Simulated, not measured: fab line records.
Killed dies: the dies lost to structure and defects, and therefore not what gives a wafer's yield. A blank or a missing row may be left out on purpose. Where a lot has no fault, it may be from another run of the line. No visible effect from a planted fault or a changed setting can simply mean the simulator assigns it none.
fab line records	flow n5Finfet
[record] lots = 15	wafers = 45	lastDay = 17
route steps=1938 shown BEOL_M0@746 BEOL_M1@754 BEOL_M4@1111
lots with no fault: from the same line, run without faults
startH: hours from the record's first day to the start of the lot's first wafer shown	waitH: time in hours since the lot's previous step	" same as the row above	L1.1+2: one row covering several wafers at once	- no value, or no start given	* or withheld: withheld	< > ~ a bound
route shown NAME@n: names a module that has steps shown in the file, with the first one's number in the route	usual: mean/standard deviation of fault-free wafers	same: alike in all rows	chamber/n: place in a boat	sites: the reading at each site	_std_site: standard deviation across them	_edge_site: outer sites' mean less inner sites'	radiusMm: for every site, how far away it sits from the centre of the wafer	mask NAME#n: copy n	behind: the most recent tool/chamber to have shaped the wafer	hold: why the lot went on hold/how many hours it stayed there/how the hold came to an end	device: which transistor (n, p or np) failed to switch	end of line: the same wafers' tests at the end of the route	a step with no rows: only its recipe	killed: not the wafer's yield, but the dies lost to structure and defects at the first sort	map: dies across one wafer; x = killed, . = not, _ = none there
set.NAME: the setting the step ran with; set.NAME@STEP: the setting that earlier step ran with	model.NAME: the simulator's own value behind a step, which no gauge read
a sample of lots followed through the steps of the route, with each step as a table and each wafer as a row
services: a tool's chamber out of use, with start hour (startH, from the record's first day; less than 0 if before it), hours out, and reason
[[steps]]
[step N5_BEOL_M0_CO_CAP_123]
[recipe] material = Co	targetThkA = 20	tempC = 200	precursor = CCTBA/H2	pressureTorr = 30	timeS = 102.1
[usual] heaterPowerW = 226/18
lot.wafer	tool	chamber	startH	waitH	heaterPowerW
L337.4	cvdCo-02	2	135.87	0.1	202
L337.5	"	2	"	"	198
L337.6	"	0	"	"	206
L340.4	cvdCo-01	1	151.35	0.0	231
L340.5	"	0	"	"	240
L340.6	"	2	"	"	251
L341.1	cvdCo-01	0	155.69	0.0	237
L341.3	"	2	"	"	249
L341.4	"	2	"	"	249
L344.1	cvdCo-01	1	171.84	0.0	222
L344.2	"	2	"	"	245
L344.6	"	2	"	"	244
L345.1	cvdCo-01	0	176.80	0.0	238
L345.2	"	1	"	"	225
L345.4	"	0	"	"	240
L346.1	cvdCo-02	2	183.94	0.0	201
L346.2	"	0	"	"	210
L346.4	"	2	"	"	204
L347.1	cvdCo-01	0	193.79	0.0	235
L347.3	"	1	"	"	230
L347.4	"	0	"	"	242
L348.3	cvdCo-01	0	204.38	0.0	243
L348.5	"	1	"	"	228
L348.6	"	2	"	"	251
L349.1	cvdCo-01	0	204.57	0.0	246
L349.2	"	2	"	"	248
L349.3	"	1	"	"	226
L350.1	cvdCo-01	2	216.82	0.0	246
L350.4	"	2	"	"	254
L350.6	"	1	"	"	226
L351.1	cvdCo-01	1	222.29	0.0	232
L351.2	"	2	"	"	248
L351.5	"	2	"	"	250
L354.1	cvdCo-02	0	231.27	0.0	207
L354.4	"	1	"	"	223
L354.6	"	2	"	"	197
L355.1	cvdCo-01	1	235.61	0.0	225
L355.2	"	0	"	"	243
L355.3	"	2	"	"	255
L357.1	cvdCo-02	2	257.81	0.0	204
L357.3	"	0	"	"	211
L357.5	"	0	"	"	210
L358.3	cvdCo-01	2	258.01	0.0	248
L358.4	"	1	"	"	221
L358.6	"	2	"	"	252
[step N5_BEOL_M1_HM_DEP_02]
[recipe] material = TiN	targetThkA = 200	tempC = 25	chamberPressurePa = 0.49996
[usual] throttleValvePct = 29.5/0.83
lot.wafer	tool	chamber	startH	waitH	throttleValvePct
L337.4	pvdSputter-02	-	137.60	1.3	29.6
L337.5	"	-	"	"	29.8
L337.6	"	-	"	"	29.3
L340.4	pvdSputter-01	-	153.06	1.4	29.3
L340.5	"	-	"	"	31.4
L340.6	"	-	"	"	29.3
L341.1	pvdSputter-01	-	156.66	0.6	31.3
L341.3	"	-	"	"	29.5
L341.4	"	-	"	"	27.9
L344.1	pvdSputter-01	-	172.37	0.2	28.8
L344.2	"	-	"	"	31.7
L344.6	"	-	"	"	29.3
L345.1	pvdSputter-02	-	178.90	1.7	29.4
L345.2	"	-	"	"	29.7
L345.4	"	-	"	"	29.0
L346.1	pvdSputter-03	-	185.41	1.1	29.3
L346.2	"	-	"	"	29.0
L346.4	"	-	"	"	30.3
L347.1	pvdSputter-02	-	194.36	0.2	29.1
L347.3	"	-	"	"	29.2
L347.4	"	-	"	"	30.1
L348.3	pvdSputter-03	-	204.90	0.1	29.3
L348.5	"	-	"	"	29.3
L348.6	"	-	"	"	30.1
L349.1	pvdSputter-03	-	205.22	0.3	30.2
L349.2	"	-	"	"	29.6
L349.3	"	-	"	"	29.1
L350.1	pvdSputter-03	-	219.14	1.9	30.3
L350.4	"	-	"	"	29.1
L350.6	"	-	"	"	29.0
L351.1	pvdSputter-03	-	222.71	0.1	29.5
L351.2	"	-	"	"	30.4
L351.5	"	-	"	"	30.1
L354.1	pvdSputter-01	-	232.29	0.6	29.7
L354.4	"	-	"	"	28.0
L354.6	"	-	"	"	27.9
L355.1	pvdSputter-03	-	236.37	0.4	29.0
L355.2	"	-	"	"	30.3
L355.3	"	-	"	"	29.5
L357.1	pvdSputter-03	-	258.81	0.6	28.9
L357.3	"	-	"	"	30.5
L357.5	"	-	"	"	29.2
L358.3	pvdSputter-03	-	258.91	0.5	29.2
L358.4	"	-	"	"	29.2
L358.6	"	-	"	"	30.0
[step N5_BEOL_M1_CD_MEAS_11]
[recipe] targetCdNm = 17.05	landingEnergyEv = 500	detector = seInlens	polarity = opening
[usual] cdNm = 16.96/0.23
lot.wafer	tool	chamber	startH	waitH	cdNm
L337.4	cdSem-02	0	138.12	-	16.97
L337.5	"	0	"	"	17.17
L337.6	"	0	"	"	17.09
L340.4	cdSem-03	0	153.45	-	16.67
L340.5	"	0	"	"	16.90
L340.6	"	0	"	"	16.76
L341.1	cdSem-02	0	157.17	-	17.07
L341.3	"	0	"	"	17.24
L341.4	"	0	"	"	16.93
L344.1	cdSem-03	0	172.89	-	17.12
L344.2	"	0	"	"	17.15
L344.6	"	0	"	"	16.89
L345.1	cdSem-03	0	179.29	-	16.71
L345.2	"	0	"	"	16.69
L345.4	"	0	"	"	16.54
L346.1	cdSem-01	0	185.93	-	16.61
L346.2	"	0	"	"	17.12
L346.4	"	0	"	"	16.61
L347.1	cdSem-03	0	194.75	-	16.90
L347.3	"	0	"	"	16.40
L347.4	"	0	"	"	17.19
L348.3	cdSem-01	0	205.29	-	17.03
L348.5	"	0	"	"	16.96
L348.6	"	0	"	"	17.05
L349.1	cdSem-01	0	205.61	-	16.80
L349.2	"	0	"	"	16.96
L349.3	"	0	"	"	17.09
L350.1	cdSem-03	0	219.65	-	16.70
L350.4	"	0	"	"	17.27
L350.6	"	0	"	"	16.88
L351.1	cdSem-01	0	223.10	-	16.82
L351.2	"	0	"	"	16.84
L351.5	"	0	"	"	16.79
L354.1	cdSem-03	0	232.68	-	17.44
L354.4	"	0	"	"	17.08
L354.6	"	0	"	"	17.10
L355.1	cdSem-02	0	236.89	-	16.98
L355.2	"	0	"	"	16.77
L355.3	"	0	"	"	16.75
L357.1	cdSem-02	0	259.32	-	17.03
L357.3	"	0	"	"	16.51
L357.5	"	0	"	"	16.88
L358.3	cdSem-01	0	259.36	-	17.07
L358.4	"	0	"	"	17.35
L358.6	"	0	"	"	17.02
[step N5_BEOL_M1_ETCH_63]
[recipe] chemistry = CF4	target = SiARC	targetDepthA = 156	maskMaterial = CAR-EUV	timeS = 26	ionEnergyEv = 80	pressureMtorr = 40	sourceW = 545	biasW = 36	Ar_flow_sccm = 100	cf4FlowSccm = 100	ends = cleared
[usual] biasW = 36.01/0.11	cf4FlowSccm = 100.0/0.31	drypumpMotorCurrentA = 5.5/0.45	etchRfOnTimeS = 26.3/0.43	oesProductAu = 0.65/0.065	rfVppV = 184.2/1	showerheadPlenumPTorr = 2.16/0.063	throttleValvePct = 15.65/0.23
lot.wafer	tool	chamber	startH	waitH	biasW	cf4FlowSccm	drypumpMotorCurrentA	etchRfOnTimeS	oesProductAu	rfHoursCounterH	rfVppV	showerheadPlenumPTorr	throttleValvePct
L337.4	rieDiel-05	1	138.62	0.0	35.76	100.2	5.6	25.9	0.61	236	183.2	2.03	16.02
L337.5	"	3	"	"	35.93	100.6	5.4	26.3	0.64	-	184.5	2.23	15.60
L337.6	"	2	"	"	35.86	100.1	6.0	26.5	0.59	-	184.4	2.12	15.92
L340.4	rieDiel-05	0	153.71	0.0	36.03	100.0	5.3	26.1	0.66	150	185.0	2.15	15.45
L340.5	"	1	"	"	35.92	100.2	5.6	25.7	0.60	-	182.5	2.03	16.03
L340.6	"	2	"	"	35.95	100.2	6.0	26.5	0.59	-	183.1	2.12	15.95
L341.1	rieDiel-05	2	157.35	0.0	36.18	100.3	6.0	26.4	0.59	230	185.8	2.12	15.93
L341.3	"	3	"	"	36.11	100.9	5.4	26.8	0.63	164	185.5	2.23	15.61
L341.4	"	0	"	"	36.06	100.5	5.3	26.5	0.65	151	183.5	2.15	15.43
L344.1	rieDiel-03	1	173.78	0.0	35.93	100.2	5.1	26.8	0.61	200	185.3	2.21	15.67
L344.2	"	3	"	"	36.15	100.5	5.1	25.8	0.72	91	183.8	2.16	15.48
L344.6	"	0	"	"	36.19	99.7	5.3	26.2	0.61	-	184.8	2.21	15.62
L345.1	rieDiel-06	3	179.46	0.0	36.11	100.1	6.8	25.5	0.77	36	185.1	2.19	15.39
L345.2	"	0	"	"	35.81	100.3	5.5	25.8	0.65	150	183.2	2.06	15.81
L345.4	"	2	"	"	36.12	100.1	5.7	26.3	0.64	138	182.2	2.07	15.99
L346.1	rieDiel-05	0	186.10	0.0	35.76	99.3	5.3	26.2	0.65	158	183.8	2.14	15.44
L346.2	"	3	"	"	36.15	100.4	5.4	26.5	0.63	172	184.0	2.23	15.63
L346.4	"	1	"	"	35.99	100.3	5.6	26.0	0.60	249	182.9	2.02	16.04
L347.1	rieDiel-05	0	194.93	0.0	-	-	-	-	-	-	-	-	-
L347.3	"	3	"	"	-	-	-	-	-	-	-	-	-
L347.4	"	3	"	"	-	-	-	-	-	-	-	-	-
L348.3	rieDiel-03	0	205.46	0.0	-	-	-	-	-	-	-	-	-
L348.5	"	1	"	"	-	-	-	-	-	-	-	-	-
L348.6	"	0	"	"	-	-	-	-	-	-	-	-	-
L349.1	rieDiel-06	0	205.78	0.0	-	-	-	-	-	-	-	-	-
L349.2	"	2	"	"	-	-	-	-	-	-	-	-	-
L349.3	"	1	"	"	-	-	-	-	-	-	-	-	-
L350.1	rieDiel-03	1	220.58	0.0	36.00	100.6	5.2	26.9	0.60	215	183.8	2.21	15.70
L350.4	"	1	"	"	36.01	100.4	5.2	27.0	0.59	-	184.7	2.21	15.72
L350.6	"	1	"	"	35.95	100.6	5.2	27.0	0.59	-	185.8	2.21	15.71
L351.1	rieDiel-03	0	223.28	0.0	35.87	100.2	5.3	26.5	0.59	206	184.8	2.20	15.66
L351.2	"	1	"	"	36.01	100.1	5.2	26.8	0.59	217	184.0	2.21	15.70
L351.5	"	0	"	"	36.03	100.2	5.3	26.5	0.59	-	184.4	2.20	15.66
L354.1	rieDiel-05	3	232.85	0.0	36.08	100.0	5.4	26.3	0.63	189	185.2	2.22	15.68
L354.4	"	1	"	"	35.92	100.3	5.6	25.3	0.80	-	185.8	2.27	15.57
L354.6	"	3	"	"	36.13	99.7	5.4	26.1	0.63	-	184.4	2.22	15.68
L355.1	rieDiel-03	0	237.06	0.0	35.93	100.1	5.3	26.7	0.59	211	184.5	2.20	15.68
L355.2	"	2	"	"	36.24	99.4	4.8	26.5	0.78	15	182.5	2.11	15.09
L355.3	"	1	"	"	35.94	100.2	5.2	27.0	0.59	222	184.7	2.21	15.71
L357.1	rieDiel-03	2	259.61	0.0	36.11	99.6	4.8	26.4	0.77	21	183.8	2.10	15.12
L357.3	"	0	"	"	35.94	100.1	5.3	26.6	0.59	219	184.2	2.20	15.69
L357.5	"	1	"	"	36.11	100.1	5.2	27.0	0.58	-	184.9	2.20	15.72
L358.3	rieDiel-03	1	259.91	0.0	35.96	99.7	5.1	26.9	0.59	229	184.9	2.20	15.73
L358.4	"	3	"	"	36.14	99.8	5.1	26.1	0.70	110	184.3	2.16	15.53
L358.6	"	2	"	"	36.03	100.6	4.8	26.3	0.77	-	183.7	2.10	15.11
[step N5_BEOL_M1_ETCH_64]
[recipe] chemistry = N2/H2	target = SOC	targetDepthA = 750	overetchA = 150	maskMaterial = SiARC	tempC = 40	timeS = 112.5	ionEnergyEv = 200	pressureMtorr = 30	sourceW = 840	biasW = 150	n2FlowSccm = 200	h2FlowSccm = 200
[usual] biasW = 150.0/0.5	chamberPressureMTorr = 29.999/0.027	drypumpMotorCurrentA = 5.5/0.45	n2FlowSccm = 200.0/0.6	oesProductAu = 0.61/0.057	rfVppV = 524.3/2.3	showerheadPlenumPTorr = 2.56/0.082	tempC = 40.00/0.11	throttleValvePct = 17.82/0.28
lot.wafer	tool	chamber	startH	waitH	biasW	chamberPressureMTorr	drypumpMotorCurrentA	n2FlowSccm	oesProductAu	rfHoursCounterH	rfVppV	showerheadPlenumPTorr	tempC	throttleValvePct
L337.4	rieDiel-05	1	138.65	0.0	150.5	30.052	5.6	199.9	0.56	236	521.0	2.40	40.11	18.18
L337.5	"	3	"	"	150.3	30.050	5.4	200.5	0.60	-	526.9	2.65	39.96	17.70
L337.6	"	2	"	"	149.9	30.018	6.0	198.9	0.56	-	524.0	2.51	40.10	18.21
L340.4	rieDiel-05	0	153.74	0.0	150.5	29.984	5.3	199.6	0.61	150	524.0	2.54	39.89	17.48
L340.5	"	1	"	"	149.5	29.959	5.6	199.9	0.55	-	519.8	2.40	39.75	18.18
L340.6	"	2	"	"	150.1	30.011	6.0	201.1	0.55	-	521.0	2.51	39.79	18.22
L341.1	rieDiel-05	2	157.38	0.0	150.1	29.987	6.0	200.1	0.55	230	524.6	2.50	40.10	18.24
L341.3	"	3	"	"	150.6	29.984	5.4	200.7	0.59	164	526.2	2.65	40.06	17.71
L341.4	"	0	"	"	149.9	30.009	5.3	199.3	0.61	151	525.2	2.54	40.13	17.48
L344.1	rieDiel-03	1	173.81	0.0	150.5	30.025	5.2	199.8	0.57	200	526.4	2.63	39.85	17.83
L344.2	"	3	"	"	150.5	30.011	5.1	200.8	0.67	91	524.2	2.56	40.00	17.62
L344.6	"	0	"	"	149.8	30.004	5.3	199.2	0.57	-	528.3	2.64	40.15	17.91
L345.1	rieDiel-06	3	179.49	0.0	149.9	29.984	6.8	199.8	0.70	36	525.5	2.59	39.99	17.49
L345.2	"	0	"	"	149.6	29.974	5.5	199.6	0.60	150	520.9	2.43	40.19	17.97
L345.4	"	2	"	"	150.0	29.981	5.7	201.1	0.59	138	520.8	2.45	39.78	18.26
L346.1	rieDiel-05	0	186.13	0.0	149.8	30.000	5.3	200.1	0.60	158	524.4	2.54	40.01	17.50
L346.2	"	3	"	"	150.0	29.993	5.4	199.3	0.59	172	526.6	2.64	40.11	17.74
L346.4	"	1	"	"	150.6	30.006	5.6	199.5	0.55	249	519.5	2.39	39.91	18.20
L347.1	rieDiel-05	0	194.95	0.0	149.8	29.993	5.3	198.7	0.29	162	523.0	2.54	39.92	17.46
L347.3	"	3	"	"	149.8	29.987	5.4	198.9	0.29	176	526.4	2.64	39.81	17.69
L347.4	"	3	"	"	150.0	29.961	5.4	200.1	0.28	-	527.5	2.64	39.91	17.70
L348.3	rieDiel-03	0	205.49	0.0	150.4	29.930	5.4	199.2	0.27	199	526.5	2.64	39.96	17.85
L348.5	"	1	"	"	149.0	30.019	5.2	199.9	0.26	-	525.6	2.62	39.91	17.80
L348.6	"	0	"	"	149.8	29.993	5.4	199.4	0.26	-	525.1	2.64	39.91	17.85
L349.1	rieDiel-06	0	205.81	0.0	150.0	29.996	5.5	200.0	0.28	159	520.2	2.43	40.08	17.93
L349.2	"	2	"	"	149.5	30.033	5.7	198.8	0.28	147	520.7	2.45	39.84	18.21
L349.3	"	1	"	"	150.7	29.961	5.3	199.3	0.32	68	524.3	2.59	39.96	17.87
L350.1	rieDiel-03	1	220.62	0.0	150.0	29.997	5.2	199.2	0.56	215	525.9	2.62	40.24	17.87
L350.4	"	1	"	"	149.9	30.032	5.2	199.7	0.57	-	525.5	2.62	40.23	17.88
L350.6	"	1	"	"	150.1	29.993	5.2	200.1	0.56	-	525.0	2.62	40.15	17.87
L351.1	rieDiel-03	0	223.31	0.0	150.7	30.025	5.3	198.9	0.56	206	526.8	2.63	40.02	17.90
L351.2	"	1	"	"	149.9	29.951	5.2	199.3	0.56	217	526.4	2.62	40.03	17.87
L351.5	"	0	"	"	150.4	29.957	5.3	199.1	0.56	-	526.8	2.63	40.12	17.92
L354.1	rieDiel-05	3	232.88	0.0	149.6	29.990	5.4	200.3	0.59	189	525.9	2.64	39.99	17.75
L354.4	"	1	"	"	150.0	30.022	5.6	200.6	0.73	-	529.2	2.71	39.95	17.80
L354.6	"	3	"	"	150.0	29.950	5.4	199.2	0.58	-	526.3	2.64	39.91	17.76
L355.1	rieDiel-03	0	237.09	0.0	149.9	30.050	5.4	200.2	0.56	211	524.7	2.63	39.83	17.92
L355.2	"	2	"	"	149.5	30.043	4.8	199.8	0.73	15	522.0	2.48	40.05	17.23
L355.3	"	1	"	"	149.5	29.982	5.2	200.0	0.56	222	526.3	2.62	39.96	17.89
L357.1	rieDiel-03	2	259.64	0.0	150.1	30.006	4.8	199.5	0.71	21	523.2	2.48	39.93	17.23
L357.3	"	0	"	"	150.0	29.995	5.4	200.3	0.54	219	528.1	2.63	39.98	17.93
L357.5	"	1	"	"	150.4	29.989	5.2	199.9	0.55	-	525.0	2.62	39.88	17.90
L358.3	rieDiel-03	1	259.94	0.0	149.2	30.022	5.2	200.4	0.55	229	525.6	2.62	40.00	17.88
L358.4	"	3	"	"	150.1	30.034	5.1	199.7	0.65	111	525.1	2.56	39.91	17.66
L358.6	"	2	"	"	150.3	30.004	4.8	200.6	0.71	-	522.9	2.48	40.06	17.25
[step N5_BEOL_M1_HM_OPEN_17]
[recipe] chemistry = Cl2/BCl3	targetDepthA = 200	overetchA = 60	target = TiN	maskMaterial = SOC	ionEnergyEv = 150	pressureMtorr = 10	icpW = 1000	biasW = 126	Cl2_flow_sccm = 53.25	bcl3FlowSccm = 21.75	Ar_flow_sccm = 25
[usual] drypumpMotorCurrentA = 6.1/0.48	oesProductAu = 0.67/0.071	throttleValvePct = 22.16/0.2
lot.wafer	tool	chamber	startH	waitH	drypumpMotorCurrentA	oesProductAu	rfHoursCounterH	throttleValvePct
L337.4	rieMetal-01	1	138.85	0.1	5.6	0.70	-	22.10
L337.5	"	0	"	"	6.1	0.56	-	22.32
L337.6	"	1	"	"	5.6	0.72	-	22.11
L340.4	rieMetal-02	0	153.93	0.1	6.6	0.69	-	22.34
L340.5	"	0	"	"	6.6	0.71	-	22.32
L340.6	"	1	"	"	6.5	0.69	-	21.81
L341.1	rieMetal-03	0	157.54	0.0	6.2	0.66	38	22.03
L341.3	"	1	"	"	5.3	0.83	-	22.23
L341.4	"	0	"	"	6.2	0.66	-	22.05
L344.1	rieMetal-02	1	173.98	0.0	6.5	0.68	40	21.84
L344.2	"	0	"	"	6.6	0.68	35	22.34
L344.6	"	1	"	"	6.5	0.68	-	21.81
L345.1	rieMetal-03	1	179.66	0.0	5.3	0.81	4	22.23
L345.2	"	0	"	"	6.2	0.66	40	22.06
L345.4	"	0	"	"	6.2	0.66	-	22.05
L346.1	rieMetal-01	0	186.30	0.0	6.1	0.56	96	22.32
L346.2	"	1	"	"	5.6	0.69	30	22.10
L346.4	"	0	"	"	6.0	0.56	-	22.32
L347.1	rieMetal-01	1	195.12	0.0	5.6	0.31	31	22.77
L347.3	"	1	"	"	5.6	0.31	-	22.77
L347.4	"	0	"	"	6.1	0.25	-	22.97
L348.3	rieMetal-01	1	205.69	0.1	5.6	0.31	-	22.78
L348.5	"	1	"	"	5.6	0.30	-	22.79
L348.6	"	0	"	"	6.0	0.24	-	22.97
L349.1	rieMetal-02	0	205.98	0.0	6.6	0.30	38	22.99
L349.2	"	1	"	"	6.5	0.30	43	22.47
L349.3	"	1	"	"	6.5	0.29	-	22.47
L350.1	rieMetal-03	1	220.86	0.0	5.3	0.78	8	22.25
L350.4	"	1	"	"	5.2	0.78	-	22.25
L350.6	"	1	"	"	5.3	0.78	-	22.26
L351.1	rieMetal-01	0	223.48	0.0	6.1	0.56	100	22.34
L351.2	"	1	"	"	5.6	0.67	34	22.13
L351.5	"	1	"	"	5.6	0.67	-	22.14
L354.1	rieMetal-03	0	233.05	0.0	6.2	0.64	45	22.09
L354.4	"	1	"	"	5.3	0.78	-	22.23
L354.6	"	0	"	"	6.2	0.65	-	22.07
L355.1	rieMetal-02	1	237.26	0.0	6.5	0.67	46	21.82
L355.2	"	0	"	"	6.6	0.67	41	22.34
L355.3	"	1	"	"	6.5	0.67	-	21.82
L357.1	rieMetal-02	1	259.80	0.0	6.5	0.67	47	21.82
L357.3	"	0	"	"	6.6	0.68	-	22.34
L357.5	"	0	"	"	6.6	0.68	-	22.33
L358.3	rieMetal-03	0	260.14	0.1	6.2	0.64	-	22.08
L358.4	"	1	"	"	5.3	0.77	-	22.25
L358.6	"	0	"	"	6.2	0.64	-	22.09
[step N5_BEOL_M1_CD_MEAS_18]
[recipe] pitchNm = 36	targetCdNm = 18
[usual] cdNm = 17.93/0.26
lot.wafer	tool	chamber	startH	waitH	cdNm
L337.4	cdSem-01	-	139.04	0.1	18.08
L337.5	"	-	"	"	17.89
L337.6	"	-	"	"	17.58
L340.4	cdSem-03	-	154.21	0.1	18.02
L340.5	"	-	"	"	18.08
L340.6	"	-	"	"	17.67
L341.1	cdSem-01	-	157.73	0.0	18.30
L341.3	"	-	"	"	17.80
L341.4	"	-	"	"	18.01
L344.1	cdSem-03	-	174.25	0.0	17.74
L344.2	"	-	"	"	17.91
L344.6	"	-	"	"	17.87
L345.1	cdSem-01	-	179.84	0.0	17.74
L345.2	"	-	"	"	18.12
L345.4	"	-	"	"	17.92
L346.1	cdSem-01	-	186.60	0.0	17.64
L346.2	"	-	"	"	18.09
L346.4	"	-	"	"	18.01
L347.1	cdSem-01	-	195.31	0.0	-
L347.3	"	-	"	"	-
L347.4	"	-	"	"	-
L348.3	cdSem-01	-	205.96	0.1	-
L348.5	"	-	"	"	-
L348.6	"	-	"	"	-
L349.1	cdSem-02	-	206.16	0.0	-
L349.2	"	-	"	"	-
L349.3	"	-	"	"	-
L350.1	cdSem-02	-	221.30	0.0	18.32
L350.4	"	-	"	"	17.66
L350.6	"	-	"	"	17.62
L351.1	cdSem-01	-	223.66	0.0	17.69
L351.2	"	-	"	"	18.30
L351.5	"	-	"	"	17.81
L354.1	cdSem-02	-	233.24	0.0	17.50
L354.4	"	-	"	"	18.02
L354.6	"	-	"	"	17.76
L355.1	cdSem-03	-	237.44	0.0	17.52
L355.2	"	-	"	"	17.91
L355.3	"	-	"	"	17.47
L357.1	cdSem-02	-	260.01	0.0	17.84
L357.3	"	-	"	"	18.39
L357.5	"	-	"	"	17.61
L358.3	cdSem-01	-	260.29	0.1	17.82
L358.4	"	-	"	"	18.26
L358.6	"	-	"	"	18.11
[step N5_BEOL_M4_RC_MEAS_101]
[usual] DIBL_N = 36.4/1.5	DIBL_P = 36.4/1.6	IOFF_N = 0.164/0.025	IOFF_P = 0.214/0.028	ION_N = 675/9.9	ION_P = 463/6.5	SS_N = 71.5/0.5	SS_P = 73.3/0.56	VT_N = 249.2/2.7	VT_P = -250.1/2.8
lot.wafer	tool	chamber	startH	waitH	DIBL_N[mV/V]	DIBL_P[mV/V]	IOFF_N[nA/um]	IOFF_P[nA/um]	ION_N[uA/um]	ION_P[uA/um]	SS_N[mV/dec]	SS_P[mV/dec]	VT_N[mV]	VT_P[mV]
L337.4	prober-02	0	180.43	0.5	35.8	37.5	0.165	0.224	677	471	71.8	73.8	249.6	-249.5
L337.5	"	0	"	"	36.0	37.2	0.168	0.219	682	467	71.8	73.6	247.4	-249.8
L337.6	"	0	"	"	35.8	36.9	0.166	0.208	687	467	70.9	73.2	248.3	-250.5
L340.4	prober-01	0	195.83	0.5	36.7	33.8	0.152	0.187	670	459	71.3	72.3	250.7	-252.1
L340.5	"	0	"	"	38.0	35.8	0.176	0.214	691	470	71.4	74.1	247.4	-250.6
L340.6	"	0	"	"	37.8	35.7	0.173	0.210	678	457	72.0	73.6	246.8	-251.4
L341.1	prober-01	0	204.93	0.0	37.0	38.9	0.179	0.242	677	462	72.6	72.9	247.9	-251.3
L341.3	"	0	"	"	37.1	39.1	0.171	0.249	676	464	72.4	73.9	250.5	-248.7
L341.4	"	0	"	"	35.8	37.2	0.159	0.212	677	466	71.5	73.1	251.4	-248.6
L344.1	prober-01	0	216.73	0.4	38.2	35.8	0.172	0.221	674	459	72.2	73.0	249.4	-249.3
L344.2	"	0	"	"	38.7	36.1	0.184	0.239	681	470	72.0	73.4	246.6	-247.6
L344.6	"	0	"	"	38.6	36.6	0.187	0.254	675	465	71.8	73.6	245.5	-248.3
L345.1	prober-01	0	219.04	0.0	36.6	35.7	0.166	0.235	669	464	70.9	73.8	247.2	-249.2
L345.2	"	0	"	"	36.8	35.6	0.178	0.235	674	465	71.5	73.2	247.5	-249.1
L345.4	"	0	"	"	37.5	36.3	0.184	0.242	681	456	72.0	73.2	246.3	-250.3
L346.1	prober-01	0	234.55	0.0	35.4	35.3	0.159	0.232	683	478	72.0	73.2	249.1	-247.9
L346.2	"	0	"	"	36.5	37.1	0.188	0.260	695	477	72.6	73.9	244.5	-246.2
L346.4	"	0	"	"	34.9	34.9	0.156	0.230	667	460	72.1	73.2	248.4	-246.7
L350.1	prober-02	0	264.94	0.0	35.4	33.4	0.136	0.170	675	462	71.7	72.2	252.1	-252.7
L350.4	"	0	"	"	35.3	34.4	0.144	0.180	672	458	71.2	72.3	252.8	-253.9
L350.6	"	0	"	"	36.4	35.1	0.163	0.200	685	472	71.6	72.8	251.1	-253.5
L351.1	prober-02	0	269.79	0.4	36.1	35.7	0.175	0.209	686	466	71.6	72.9	244.6	-251.3
L351.2	"	0	"	"	34.7	34.1	0.146	0.191	675	464	71.5	72.1	250.2	-250.9
L351.5	"	0	"	"	36.1	36.0	0.174	0.210	682	459	71.4	73.4	249.9	-251.5
L354.1	prober-02	0	274.08	0.0	35.5	36.2	0.152	0.214	684	466	71.0	73.3	251.5	-250.4
L354.4	"	0	"	"	33.9	34.6	0.122	0.175	674	464	70.9	73.0	252.6	-253.9
L354.6	"	0	"	"	33.8	34.8	0.130	0.185	661	457	71.7	72.7	251.3	-253.2
L355.1	prober-01	0	288.38	0.0	37.0	37.4	0.161	0.218	674	463	71.5	73.1	247.9	-252.6
L355.2	"	0	"	"	36.1	36.9	0.150	0.207	677	464	72.0	72.8	247.4	-249.7
L355.3	"	0	"	"	36.7	37.4	0.152	0.208	669	464	71.9	73.1	248.8	-250.3
L358.3	prober-02	0	303.39	0.3	37.4	37.1	0.184	0.225	675	464	71.4	73.8	246.9	-250.5
L358.4	"	0	"	"	36.6	36.1	0.164	0.212	674	457	71.6	73.7	251.0	-251.4
L358.6	"	0	"	"	37.8	36.8	0.174	0.218	678	459	71.2	74.1	249.6	-249.9
L357.1	prober-02	0	304.01	0.7	35.5	35.8	0.140	0.200	660	457	71.3	72.4	250.5	-249.5
L357.3	"	0	"	"	36.0	36.8	0.158	0.221	670	465	72.0	73.2	249.4	-250.0
L357.5	"	0	"	"	36.3	36.5	0.155	0.216	665	464	71.7	72.3	251.5	-250.7
[[services]]
tool	chamber	startH	hours	kind
rieMetal-02	0	123.42	13.7	repair
rieMetal-02	-	128.87	2.8	pm
rieMetal-02	-	132.12	2.2	repair
rieMetal-01	0	139.66	5.8	repair
rieMetal-01	0	145.57	27.8	repair
cvdCo-01	-	148.84	0.6	repair
rieMetal-01	-	151.98	1.0	repair
rieDiel-06	3	158.92	1.5	repair
rieDiel-03	2	161.17	-	clean
rieDiel-03	2	161.17	-	consumableReplace:focusRing
rieDiel-03	2	161.17	17.2	scheduledDown
rieDiel-03	2	161.17	17.2	ventCycle
rieDiel-05	1	189.36	-	clean
rieDiel-05	1	189.36	-	consumableReplace:focusRing
rieDiel-05	1	189.36	-	consumableReplace:showerhead
rieDiel-05	1	189.36	17.0	scheduledDown
rieDiel-05	1	189.36	17.0	ventCycle
rieDiel-03	2	208.36	12.5	repair
rieDiel-03	3	217.87	22.0	repair
rieDiel-05	2	219.60	-	clean
rieDiel-05	2	219.60	-	consumableReplace:focusRing
rieDiel-05	2	219.60	16.4	scheduledDown
cvdCo-02	-	240.62	0.5	repair
rieDiel-05	3	240.96	8.6	repair
[[key]]
[firstSign] step = N5_BEOL_M1_ETCH_63	reading = toolRecord	direction = missing
[effect] step = N5_BEOL_M1_ETCH_64	reading = oesProductAu	direction = down	sigmas = 5.8	usual = 0.61	struck = 0.28
[effect] step = N5_BEOL_M1_HM_OPEN_17	reading = oesProductAu	direction = down	sigmas = 5.4	usual = 0.67	struck = 0.29
[effect] step = N5_BEOL_M1_CD_MEAS_18	reading = cdNm	direction = missing
metAt N5_BEOL_M1_ETCH_63
struckLots L347,L348,L349
laterRowsLeftOut L347.1,L347.3,L347.4,L348.3,L348.5,L348.6,L349.1,L349.2,L349.3
sortLeftOut L347.1,L347.3,L347.4,L348.3,L348.5,L348.6,L349.1,L349.2,L349.3
notActingAt N5_BEOL_M0_CO_CAP_123,N5_BEOL_M1_HM_DEP_02,N5_BEOL_M1_CD_MEAS_11
onsetBetween 186.10 194.93
[fault] kind = skippedStepWhole	tool = rieDiel-03,rieDiel-05,rieDiel-06	chamber = -	onsetH = 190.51	steps = N5_BEOL_M1_ETCH_63	scope = struckLotsOnly
// sortLeftOut: the simulated sort isn't trusted on such a fault, so these wafers' sort isn't shown, and their yield isn't known
// laterRowsLeftOut: the simulator's readings of these wafers behind a module that went badly wrong aren't trusted and aren't shown, but for the sort
